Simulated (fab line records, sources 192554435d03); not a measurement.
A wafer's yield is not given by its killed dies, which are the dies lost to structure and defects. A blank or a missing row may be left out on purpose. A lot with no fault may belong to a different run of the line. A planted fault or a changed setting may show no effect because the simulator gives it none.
fab line records ; flow n5Finfet
record lots=5; wafers=15; lastDay=19
route steps=1938 shown PASSIVATION@1903
lots untouched by any fault: they come from a run of this same line in which no faults occurred
startH: hours from the record's opening day to when the first of the lot's shown wafers began ; waitH: hours from the lot's prior step to this one ; " same as the row above ; L1.1+2: a row that stands for several wafers ; - value missing, or start not given ; * or withheld: withheld ; < > ~ a bound
route shown NAME@n: a module of which the file shows steps, and the number in the route of the first ; usual: mean/standard deviation taken from wafers without a fault ; same: alike in all rows ; chamber/n: place in a boat ; sites: readings site by site ; _std_site: their standard deviation ; _edge_site: outer sites' mean less inner sites' ; radiusMm: for every site, how far away it sits from the centre of the wafer ; mask NAME#n: copy n ; behind: the last tool/chamber to shape the wafer ; hold: the reason the lot was held/the length of the hold in hours/how it ended ; device: the transistor (n, p or np) that didn't switch ; end of line: the tests these same wafers got at the end of their route ; step lacking rows: just its recipe ; killed: dies lost to structure and defects at the first sort, not the wafer's yield ; map: a wafer's dies, marking killed ones x, the rest . and places with no die _
set.NAME: the setting the step ran with; set.NAME@STEP: the setting that earlier step ran with ; model.NAME: the simulator's own value behind a step, which no gauge read
lots at selected steps of the route; one table per step, one row per wafer
services: the hour from which a tool's chamber was out of use, counted from the record's first day as startH (under 0 if before that day), plus the number of hours and why
## steps
# step N5_PASSIVATION_DEVELOP_29
# recipe developTimeS=60; rinseLiquid=diw; dry=airSpin; devTempC=21
# step N5_PASSIVATION_HARDBAKE_31
# recipe tempC=130; timeS=120
# step N5_PASSIVATION_CD_MEAS_30
# recipe targetCdNm=4000; landingEnergyEv=500; detector=seInlens; polarity=opening
# usual cdNm=3999.9/2.1
lot.wafer;tool;chamber;startH;waitH;cdNm
L345.1;cdSem-03;0;344.67;-;3999.5
L345.2;cdSem-03;0;344.67;-;3997.0
L345.3;cdSem-03;0;344.67;-;3998.9
L348.1;cdSem-03;0;366.10;-;3998.9
L348.3;cdSem-03;0;366.10;-;4000.7
L348.6;cdSem-03;0;366.10;-;3998.5
L354.1;cdSem-03;0;409.17;-;3996.6
L354.3;cdSem-03;0;409.17;-;4001.4
L354.6;cdSem-03;0;409.17;-;3998.6
L358.1;cdSem-03;0;419.54;-;4001.8
L358.3;cdSem-03;0;419.54;-;3997.9
L358.5;cdSem-03;0;419.54;-;3999.8
L365.2;cdSem-01;0;457.96;-;3998.7
L365.3;cdSem-01;0;457.96;-;3998.1
L365.4;cdSem-01;0;457.96;-;4001.8
# step N5_PASSIVATION_OVL_MEAS_63
# recipe pointsPerWafer=44
# usual PAD_OVL=-4/5.8
lot.wafer;tool;chamber;startH;waitH;PAD_OVL[nm]
L345.1;overlay-01;0;344.70;0.0;-2
L345.2;overlay-01;0;344.70;0.0;-2
L345.3;overlay-01;0;344.70;0.0;-7
L348.1;overlay-02;0;366.13;0.0;-8
L348.3;overlay-02;0;366.13;0.0;-8
L348.6;overlay-02;0;366.13;0.0;-7
L354.1;overlay-02;0;409.20;0.0;3
L354.3;overlay-02;0;409.20;0.0;3
L354.6;overlay-02;0;409.20;0.0;10
L358.1;overlay-02;0;419.57;0.0;-13
L358.3;overlay-02;0;419.57;0.0;-13
L358.5;overlay-02;0;419.57;0.0;-12
L365.2;overlay-01;0;457.99;0.0;5
L365.3;overlay-01;0;457.99;0.0;-1
L365.4;overlay-01;0;457.99;0.0;3
# step N5_PASSIVATION_INSPECT_64
# recipe mode=adi; inspectInstrument=macro
# usual rawDefectCount=2.2/1.5
lot.wafer;tool;chamber;startH;waitH;rawDefectCount
L345.1;defectInspect-01;-;344.72;0.0;3
L345.2;defectInspect-01;-;344.72;0.0;0
L345.3;defectInspect-01;-;344.72;0.0;4
L348.1;defectInspect-02;-;366.15;0.0;2
L348.3;defectInspect-02;-;366.15;0.0;4
L348.6;defectInspect-02;-;366.15;0.0;1
L354.1;defectInspect-02;-;409.23;0.0;3
L354.3;defectInspect-02;-;409.23;0.0;1
L354.6;defectInspect-02;-;409.23;0.0;1
L358.1;defectInspect-01;-;419.59;0.0;1
L358.3;defectInspect-01;-;419.59;0.0;3
L358.5;defectInspect-01;-;419.59;0.0;2
L365.2;defectInspect-01;-;458.02;0.0;1
L365.3;defectInspect-01;-;458.02;0.0;1
L365.4;defectInspect-01;-;458.02;0.0;0
# step N5_PASSIVATION_DESCUM_32
# recipe chemistry=O2; timeS=7.9; sourcePowerW=50; biasPowerW=20; pressureMtorr=20; rfFrequencyHz=2.712e+07; tempC=40; o2FlowSccm=225
# usual drypumpMotorCurrentA=5.9/0.48; oesProductAu=0.81/0.066; rfVppV=242.9/1.2; showerheadPlenumPTorr=2.08/0.063; throttleValvePct=20.38/0.19
lot.wafer;tool;chamber;startH;waitH;drypumpMotorCurrentA;oesProductAu;rfHoursCounterH;rfVppV;showerheadPlenumPTorr;throttleValvePct
L345.1;rieDiel-05;3;344.76;0.0;5.6;0.83;53;242.5;2.04;20.10
L345.2;rieDiel-05;1;344.76;0.0;6.2;0.86;63;243.6;2.03;20.27
L345.3;rieDiel-05;0;344.76;0.0;5.4;0.79;100;243.0;2.09;20.25
L348.1;rieDiel-03;2;366.19;0.0;6.7;0.78;109;242.3;2.10;20.61
L348.3;rieDiel-03;0;366.19;0.0;6.0;0.78;122;241.5;2.00;20.44
L348.6;rieDiel-03;1;366.19;0.0;6.5;0.80;-;244.2;2.11;20.26
L354.1;rieDiel-05;3;409.26;0.0;5.6;0.81;75;240.7;2.03;20.15
L354.3;rieDiel-05;2;409.26;0.0;5.6;0.94;6;245.0;2.16;20.32
L354.6;rieDiel-05;2;409.26;0.0;5.6;0.93;-;243.7;2.16;20.33
L358.1;rieDiel-05;1;419.63;0.0;6.2;0.83;92;243.8;2.02;20.32
L358.3;rieDiel-05;2;419.63;0.0;5.6;0.91;11;243.2;2.15;20.33
L358.5;rieDiel-05;0;419.63;0.0;5.4;0.76;-;243.9;2.08;20.29
L365.2;rieDiel-05;3;458.05;0.0;5.6;0.78;92;242.0;2.03;20.16
L365.3;rieDiel-05;2;458.05;0.0;5.6;0.86;25;242.3;2.15;20.34
L365.4;rieDiel-05;0;458.05;0.0;5.3;0.75;141;242.8;2.07;20.29
# step N5_PASSIVATION_AL_ETCH_33
# recipe chemistry=Cl2/BCl3; targetDepthA=28000; overEtchFrac=0.15; Cl2_flow_sccm=180; bcl3FlowSccm=60; target=Al; stopOn=TaN; timeS=466.7; ionEnergyEv=100; pressureMtorr=10; icpW=900; biasW=100
# usual drypumpMotorCurrentA=5.9/0.38; oesProductAu=0.71/0.059; throttleValvePct=34.4/0.33
lot.wafer;tool;chamber;startH;waitH;drypumpMotorCurrentA;oesProductAu;rfHoursCounterH;throttleValvePct
L345.1;rieMetal-03;1;344.85;0.1;6.0;0.87;2;34.5
L345.2;rieMetal-03;0;344.85;0.1;6.3;0.74;35;34.3
L345.3;rieMetal-03;1;344.85;0.1;6.0;0.87;-;34.5
L348.1;rieMetal-03;1;366.28;0.1;6.0;0.85;4;34.5
L348.3;rieMetal-03;1;366.28;0.1;6.0;0.83;-;34.5
L348.6;rieMetal-03;1;366.28;0.1;6.0;0.84;-;34.5
L354.1;rieMetal-01;1;409.35;0.1;6.0;0.64;56;35.0
L354.3;rieMetal-01;0;409.35;0.1;6.0;0.66;-;34.1
L354.6;rieMetal-01;1;409.35;0.1;6.0;0.65;-;35.0
L358.1;rieMetal-03;1;419.71;0.1;6.0;0.82;10;34.5
L358.3;rieMetal-03;0;419.71;0.1;6.3;0.72;-;34.3
L358.5;rieMetal-03;0;419.71;0.1;6.3;0.72;-;34.3
L365.2;rieMetal-03;1;458.14;0.1;6.0;0.79;14;34.5
L365.3;rieMetal-03;0;458.14;0.1;6.3;0.70;-;34.3
L365.4;rieMetal-03;1;458.14;0.1;6.0;0.78;-;34.6
# step N5_PASSIVATION_ETCH_59
# recipe chemistry=Cl2/BCl3; target=TaN; targetDepthA=650; timeS=34.9; ionEnergyEv=100; pressureMtorr=10; icpW=900; biasW=100; Cl2_flow_sccm=60; bcl3FlowSccm=30
# usual drypumpMotorCurrentA=5.9/0.38; oesProductAu=0.79/0.063; throttleValvePct=21.20/0.24
lot.wafer;tool;chamber;startH;waitH;drypumpMotorCurrentA;oesProductAu;rfHoursCounterH;throttleValvePct
L345.1;rieMetal-03;1;345.25;0.3;6.0;0.97;2;21.18
L345.2;rieMetal-03;0;345.25;0.3;6.2;0.82;36;21.12
L345.3;rieMetal-03;1;345.25;0.3;6.0;0.95;-;21.18
L348.1;rieMetal-03;1;366.68;0.3;6.0;0.94;4;21.16
L348.3;rieMetal-03;1;366.68;0.3;6.0;0.93;-;21.17
L348.6;rieMetal-03;1;366.68;0.3;6.0;0.94;-;21.18
L354.1;rieMetal-01;1;409.75;0.3;6.0;0.72;56;21.62
L354.3;rieMetal-01;0;409.75;0.3;5.9;0.73;-;21.03
L354.6;rieMetal-01;1;409.75;0.3;6.1;0.73;-;21.61
L358.1;rieMetal-03;1;420.12;0.3;6.0;0.89;10;21.18
L358.3;rieMetal-03;0;420.12;0.3;6.3;0.79;-;21.14
L358.5;rieMetal-03;0;420.12;0.3;6.3;0.80;-;21.12
L365.2;rieMetal-03;1;458.54;0.3;6.0;0.86;14;21.22
L365.3;rieMetal-03;0;458.54;0.3;6.3;0.78;-;21.16
L365.4;rieMetal-03;1;458.54;0.3;6.0;0.87;-;21.21
# step N5_PASSIVATION_STRIP_34
# recipe chemistry=O2; powerW=600; tempC=60; pressureMtorr=30; rfFrequencyHz=6e+07; biasPowerW=0; overashFraction=2; o2FlowSccm=225
# usual drypumpMotorCurrentA=5.9/0.49; oesProductAu=0.80/0.08; rfVppV=3.7/1.4; showerheadPlenumPTorr=2.06/0.073; throttleValvePct=16.62/0.2
lot.wafer;tool;chamber;startH;waitH;drypumpMotorCurrentA;oesProductAu;rfHoursCounterH;rfVppV;showerheadPlenumPTorr;throttleValvePct
L345.1;rieDiel-05;3;345.37;0.1;5.5;0.83;53;2.2;2.04;16.40
L345.2;rieDiel-05;1;345.37;0.1;6.2;0.86;63;3.7;2.04;16.54
L345.3;rieDiel-05;0;345.37;0.1;5.4;0.80;100;4.0;2.09;16.56
L348.1;rieDiel-01;0;367.03;0.3;6.2;0.73;209;4.7;1.99;16.97
L348.3;rieDiel-01;1;367.03;0.3;6.4;0.76;105;2.6;2.03;16.43
L348.6;rieDiel-01;2;367.03;0.3;5.4;0.95;-;1.6;2.13;16.46
L354.1;rieDiel-03;1;409.87;0.1;6.4;0.79;108;2.8;2.11;16.56
L354.3;rieDiel-03;3;409.87;0.1;5.6;0.83;45;2.1;2.14;16.78
L354.6;rieDiel-03;3;409.87;0.1;5.6;0.85;-;3.0;2.14;16.92
L358.1;rieDiel-05;2;420.23;0.1;5.6;0.89;11;2.3;2.16;16.51
L358.3;rieDiel-05;3;420.23;0.1;5.6;0.80;79;5.3;2.04;16.38
L358.5;rieDiel-05;2;420.23;0.1;5.6;0.94;-;0.9;2.16;16.51
L365.2;rieDiel-01;1;458.69;0.1;6.4;0.73;142;4.0;2.02;16.51
L365.3;rieDiel-01;2;458.69;0.1;5.4;0.89;48;5.7;2.12;16.51
L365.4;rieDiel-01;3;458.69;0.1;5.2;0.98;4;2.2;2.23;16.29
# step N5_PASSIVATION_STRIP_51
# recipe chemistry=postEtchResidueRemover; timeS=1200; tempC=72.5
# step N5_PASSIVATION_CLEAN_69
# recipe chemistry=IPA; timeS=180; tempC=25
# step N5_PASSIVATION_SRD_70
# recipe dry=ipaMarangoni; timeS=30; tempC=23; rinseLiquid=diw
# step N5_PASSIVATION_PECVD_53
# recipe material=SiO2; targetThkA=8000; tempC=400; precursor=TEOS/O2; pressureTorr=6.5; rfW=withheld; teosFlowSccm=withheld; gas=O2; flowSccm=2650; timeS=169.4
lot.wafer;tool;chamber;startH;waitH
L345.1+2+3;pecvd-01;0,2,1;345.87;0.0
L348.1+3+6;pecvd-02;1,0,2;367.54;0.0
L354.1+3+6;pecvd-01;2,0,1;410.37;0.0
L358.1+3+5;pecvd-02;0,1,0;420.73;0.0
L365.2+3+4;pecvd-04;2,0,0;459.19;0.0
# step N5_PASSIVATION_PECVD_35
# recipe material=SiNx; targetThkA=7000; tempC=400; precursor=SiH4/NH3/N2; pressureTorr=4.9; rfW=1406; timeS=151.3
# step N5_PASSIVATION_HMDS_37
# recipe timeS=60; tempC=120
# step N5_PASSIVATION_COAT_38
# recipe spinRpm=3000; resistThkNm=withheld
# step N5_PASSIVATION_EBR_40
# recipe solvent=PGMEA; ebrWidthMm=1.5
# step N5_PASSIVATION_SOFTBAKE_39
# recipe tempC=110; timeS=120
# step N5_PASSIVATION_EXPOSE_41
# recipe maskId=PASS_OPEN; na=0.55; defocusNm=0; sourceShape=conventional; sigmaOuter=0.8; polarization=unpolarized; targetCdNm=40000; doseMj=57.25
# step N5_PASSIVATION_PEB_42
# recipe pebTempC=withheld; pebTimeS=*
# step N5_PASSIVATION_DEVELOP_43
# recipe developTimeS=60; rinseLiquid=diw; dry=airSpin; devTempC=21
# step N5_PASSIVATION_HARDBAKE_45
# recipe tempC=130; timeS=120
# step N5_PASSIVATION_CD_MEAS_44
# recipe targetCdNm=40000; landingEnergyEv=500; detector=seInlens
# usual cdNm=40001/4.3
lot.wafer;tool;chamber;startH;waitH;cdNm
L345.1;cdSem-02;0;346.41;-;40000
L345.2;cdSem-02;0;346.41;-;40000
L345.3;cdSem-02;0;346.41;-;40003
L348.1;cdSem-03;0;368.21;-;40007
L348.3;cdSem-03;0;368.21;-;40001
L348.6;cdSem-03;0;368.21;-;40001
L354.1;cdSem-02;0;411.04;-;39994
L354.3;cdSem-02;0;411.04;-;39989
L354.6;cdSem-02;0;411.04;-;39994
L358.1;cdSem-01;0;421.28;-;40003
L358.3;cdSem-01;0;421.28;-;40005
L358.5;cdSem-01;0;421.28;-;39998
L365.2;cdSem-02;0;459.94;-;40007
L365.3;cdSem-02;0;459.94;-;40005
L365.4;cdSem-02;0;459.94;-;39999
# step N5_PASSIVATION_OVL_MEAS_66
# recipe pointsPerWafer=44
# usual PASS_OPEN_OVL=2/5.6
lot.wafer;tool;chamber;startH;waitH;PASS_OPEN_OVL[nm]
L345.1;overlay-02;0;346.44;0.0;-1
L345.2;overlay-02;0;346.44;0.0;-1
L345.3;overlay-02;0;346.44;0.0;1
L348.1;overlay-01;0;368.24;0.0;1
L348.3;overlay-01;0;368.24;0.0;7
L348.6;overlay-01;0;368.24;0.0;8
L354.1;overlay-02;0;411.07;0.0;2
L354.3;overlay-02;0;411.07;0.0;8
L354.6;overlay-02;0;411.07;0.0;8
L358.1;overlay-01;0;421.31;0.0;-2
L358.3;overlay-01;0;421.31;0.0;-8
L358.5;overlay-01;0;421.31;0.0;-1
L365.2;overlay-02;0;459.97;0.0;-3
L365.3;overlay-02;0;459.97;0.0;-1
L365.4;overlay-02;0;459.97;0.0;-7
# step N5_PASSIVATION_INSPECT_67
# recipe mode=adi; inspectInstrument=macro
# usual rawDefectCount=2.2/1.5
lot.wafer;tool;chamber;startH;waitH;rawDefectCount
L345.1;defectInspect-02;-;346.47;0.0;3
L345.2;defectInspect-02;-;346.47;0.0;3
L345.3;defectInspect-02;-;346.47;0.0;6
L348.1;defectInspect-02;-;368.26;0.0;3
L348.3;defectInspect-02;-;368.26;0.0;0
L348.6;defectInspect-02;-;368.26;0.0;1
L354.1;defectInspect-02;-;411.10;0.0;0
L354.3;defectInspect-02;-;411.10;0.0;223
L354.6;defectInspect-02;-;411.10;0.0;0
L358.1;defectInspect-01;-;421.33;0.0;1
L358.3;defectInspect-01;-;421.33;0.0;3
L358.5;defectInspect-01;-;421.33;0.0;1
L365.2;defectInspect-02;-;459.99;0.0;1
L365.3;defectInspect-02;-;459.99;0.0;1
L365.4;defectInspect-02;-;459.99;0.0;2
# step N5_PASSIVATION_DESCUM_46
# recipe chemistry=O2; timeS=7.9; sourcePowerW=50; biasPowerW=20; pressureMtorr=20; rfFrequencyHz=2.712e+07; tempC=40; o2FlowSccm=225
# usual drypumpMotorCurrentA=6.0/0.49; oesProductAu=0.80/0.07; rfVppV=242.8/1.3; showerheadPlenumPTorr=2.07/0.07; throttleValvePct=20.41/0.2
lot.wafer;tool;chamber;startH;waitH;drypumpMotorCurrentA;oesProductAu;rfHoursCounterH;rfVppV;showerheadPlenumPTorr;throttleValvePct
L345.1;rieDiel-05;1;346.62;0.2;6.2;0.86;63;242.1;2.03;20.27
L345.2;rieDiel-05;0;346.62;0.2;5.3;0.79;100;243.9;2.09;20.23
L345.3;rieDiel-05;2;346.62;0.2;5.6;0.71;241;244.5;2.16;20.69
L348.1;rieDiel-03;1;368.30;0.0;6.5;0.80;93;242.9;2.11;20.29
L348.3;rieDiel-03;0;368.30;0.0;6.0;0.78;123;241.4;2.00;20.44
L348.6;rieDiel-03;0;368.30;0.0;6.0;0.77;-;240.5;2.00;20.45
L354.1;rieDiel-01;1;411.19;0.1;6.5;0.77;123;243.6;2.02;20.20
L354.3;rieDiel-01;3;411.19;0.1;5.1;0.69;244;239.9;1.89;20.34
L354.6;rieDiel-01;1;411.19;0.1;6.5;0.78;-;240.5;2.02;20.23
L358.1;rieDiel-03;0;421.37;0.0;6.0;0.77;142;242.1;1.99;20.49
L358.3;rieDiel-03;3;421.37;0.0;5.6;0.86;50;243.8;2.13;20.65
L358.5;rieDiel-03;0;421.37;0.0;6.0;0.77;-;242.4;1.99;20.48
L365.2;rieDiel-03;1;461.24;1.2;6.5;0.75;125;242.8;2.10;20.33
L365.3;rieDiel-03;2;461.24;1.2;6.7;0.75;144;244.2;2.09;20.65
L365.4;rieDiel-03;0;461.24;1.2;6.0;0.75;158;242.6;1.99;20.51
# step N5_PASSIVATION_PROBE_49
# usual defectLimitedYield=90.9/1.4; killed_at_M0_to_M3=38/11; killed_at_M4_up=13/5.9; killedAtContacts=14/6.4; killedAtFrontEnd=38/11; killedAtOther=3.3/2.5; killedDies=107/16; killedOpen=70/12; killedShort=35/7.7; sort_bin_4_leakage=0.00/0.007; sort_bin_5_function=5.3/0.94; sort_bin_6_memory=3.5/0.7; sortNPass=1073/16; sortYieldPct=90.9/1.4
# same grossDies=1180; killedAtBackSide=0; sort_bin_8_speed[%]=0
lot.wafer;tool;chamber;startH;waitH;defectLimitedYield[%];killed_at_M0_to_M3;killed_at_M4_up;killedAtContacts;killedAtFrontEnd;killedAtOther;killedDies;killedOpen;killedShort;sort_bin_4_leakage[%];sort_bin_5_function[%];sort_bin_6_memory[%];sortNPass;sortYieldPct[%]
L354.1;prober-01;-;414.23;0.0;90.1;42;14;5;48;8;117;67;44;0;6.0;3.5;1063;90.1
L354.3;prober-01;-;414.33;0.1;85.2;18;10;15;42;90;175;58;27;0;8.7;4.9;1005;85.2
L354.6;prober-01;-;414.48;0.3;89.6;48;15;18;42;0;123;83;36;0;6.4;3.6;1057;89.6
L358.1;prober-02;-;424.41;0.0;89.6;48;14;16;43;2;123;88;34;0;6.3;3.8;1057;89.6
L358.3;prober-02;-;424.51;0.1;87.5;71;18;35;22;1;147;104;43;0;7.5;4.4;1033;87.5
L358.5;prober-02;-;424.61;0.2;90.9;42;17;20;28;0;107;67;36;0;6.1;2.7;1073;90.9
# killed by level:class
L354.1 BEOL_M0_SAQP:geometricParticle:open=14 BEOL_M0_SAQP:geometricParticle:short=13 STI_FIN_REVEAL:geometricParticle:open=11 FIN_SAQP:geometricParticle:open=8 BEOL_M2:geometricParticle:open=6 GATE_CUT:geometricParticle:short=6 DUMMY_GATE:geometricParticle:open=5 BEOL_M5:geometricParticle:short=4
L354.3 PASSIVATION:unspecified=85 MOL_CONTACT_COAG:geometricParticle:open=13 FIN_SAQP:geometricParticle:open=10 DUMMY_GATE:geometricParticle:open=6 STI_FIN_REVEAL:geometricParticle:open=5 BEOL_M0_SAQP:geometricParticle:short=5 BEOL_M0_SAQP:geometricParticle:open=4 STARTING-WAFER:geometricParticle:open=4
L354.6 MOL_CONTACT_COAG:geometricParticle:open=16 BEOL_M0_SAQP:geometricParticle:open=13 BEOL_M0_SAQP:geometricParticle:short=11 DUMMY_GATE:geometricParticle:open=9 FIN_SAQP:geometricParticle:short=8 FIN_SAQP:geometricParticle:open=7 BEOL_M1:geometricParticle:open=7 BEOL_M3:geometricParticle:open=6
L358.1 FIN_SAQP:geometricParticle:open=17 MOL_CONTACT_COAG:geometricParticle:open=13 BEOL_M3:geometricParticle:open=12 BEOL_M0_SAQP:geometricParticle:open=12 BEOL_M0_SAQP:geometricParticle:short=10 STI_FIN_REVEAL:geometricParticle:open=7 FIN_SAQP:geometricParticle:short=6 BEOL_M1:geometricParticle:open=6
L358.3 MOL_CONTACT_COAG:geometricParticle:open=28 BEOL_M3:geometricParticle:open=25 BEOL_M0_SAQP:geometricParticle:open=14 STI_FIN_REVEAL:geometricParticle:open=9 BEOL_M0_SAQP:geometricParticle:short=8 MOL_CONTACT_COAG:geometricParticle:short=7 BEOL_M2:geometricParticle:open=7 BEOL_M1:geometricParticle:open=5
L358.5 MOL_CONTACT_COAG:geometricParticle:open=18 BEOL_M1:geometricParticle:open=9 BEOL_M3:geometricParticle:open=7 BEOL_M3:geometricParticle:short=6 BEOL_M0_SAQP:geometricParticle:short=5 BEOL_M0_SAQP:geometricParticle:open=5 FIN_SAQP:geometricParticle:short=4 DUMMY_GATE:geometricParticle:open=4
# map L354.3 (x killed, . not)
_________________...xxx......________________
______________.................._____________
___________................x.......__________
__________...............x........x._________
________........x..........x.........._______
_______.....x..xx...x..................______
______........x.x......................._____
_____.................x.....x..x.........____
____...x..............xx..................___
___.....x......x........x..................__
___........................................__
__...........x..x...........x...x..........._
__.......x....x.......x.x..............x...._
_.................xx.....xx......xx.x...x....
_..................xx.x..............x.......
_............................x..x....x.......
_.......x.............x..x....x..............
_..........x...............................x.
_..............x............................x
_................x............x..x...x..x....
_x....................x.....x..xxx.x.........
__.x....x............x...x..x...xxxx...x...._
__........x...............x.xxxxxxx.xx.....x_
___.......................xx.xxxxxxxxxx....__
___............x.....x..x.x..x.xxxxxxxx..x.__
____..............x......x.xxxxxxxxxxxx...___
_____.......................xxxxxxxxxxx..____
______..x.x.................xxxxxxxx.xx._____
_______........x............xxxxxxxxx.x______
________.................x....x...xx.._______
__________....................x...xx_________
___________...........x.........x..__________
______________...x..........x..._____________
_________________........x...________________
# map L345.2 (x killed, . not)
_________________x.........x.________________
______________..x..............._____________
___________..........x.x...........__________
__________..................x.x....._________
________........x..........x.x.x......_______
_______..............x..x........x.....______
______x................................._____
_____x.....x.x...............x......x..x.____
____....x.....x..........x.x...x.x........___
___..x......................x....x.......x.__
___.......x.....................x..........__
__............x..........x.....x.........x.._
__.....x...x..........x................x...._
_..x.......x....x....x......x.x.....x.x.....x
_.......xx.......x...........x........x......
_.xx.............x......x..x..x...x..........
_............................................
_.......x............................x.......
_.x........x.......x.............x......x....
_..x..........x......x.......................
_..x.........x..x........................xx..
__..x...x..x...x........................x..._
__...xx......x.x...x............x..........._
___................x........x.....x........__
___.....x.......x.x....x....x..............__
____.....................................x___
_____...................x.....x..x.......____
______....x...x...x....................._____
_______................................______
________....x..x.....x................_______
__________....x........x.....x......_________
___________........................__________
______________...........x......_____________
_________________..x..x.....x________________
## services
tool;chamber;startH;hours;kind
rieDiel-03;-;322.81;14.6;pm
pecvd-02;-;326.95;0.6;repair
rieDiel-01;2;329.64;-;clean
rieDiel-01;2;329.64;-;consumableReplace:focusRing
rieDiel-01;2;329.64;14.3;scheduledDown
rieDiel-01;2;329.64;14.3;ventCycle
pecvd-04;2;331.11;30.4;repair
pecvd-02;-;335.57;2.8;pm
rieDiel-01;1;341.15;22.0;repair
rieDiel-05;2;349.12;1.4;repair
rieDiel-05;2;372.64;-;clean
rieDiel-05;2;372.64;-;consumableReplace:focusRing
rieDiel-05;2;372.64;15.4;scheduledDown
rieDiel-05;2;372.64;15.4;ventCycle
rieDiel-05;3;395.52;5.8;repair
rieMetal-03;-;404.20;0.7;repair
pecvd-02;-;415.73;1.4;repair
pecvd-01;1;420.08;4.5;repair
rieDiel-01;2;422.68;5.6;repair
rieDiel-01;3;428.27;-;clean
rieDiel-01;3;428.27;-;consumableReplace:focusRing
rieDiel-01;3;428.27;-;consumableReplace:showerhead
rieDiel-01;3;428.27;18.9;scheduledDown
pecvd-01;-;456.03;2.6;repair
## key
firstSign step=N5_PASSIVATION_INSPECT_67; reading=rawDefectCount; direction=up; sigmas=99+; usual=2.2; struck=223
effect step=N5_PASSIVATION_PROBE_49; reading=killedAtOther; direction=up; sigmas=34; usual=3.3; struck=90
moreKillsBornAt N5_PASSIVATION_PECVD_53@pecvd-01=85
metAt N5_PASSIVATION_PECVD_53
struckWafers L354.3
onsetBetween 345.87 410.37
fault kind=chamberParticleSource; tool=pecvd-01; chamber=0; onsetH=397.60; steps=N5_PASSIVATION_PECVD_53; ratePerVisitCm2=0.37521; endH=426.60
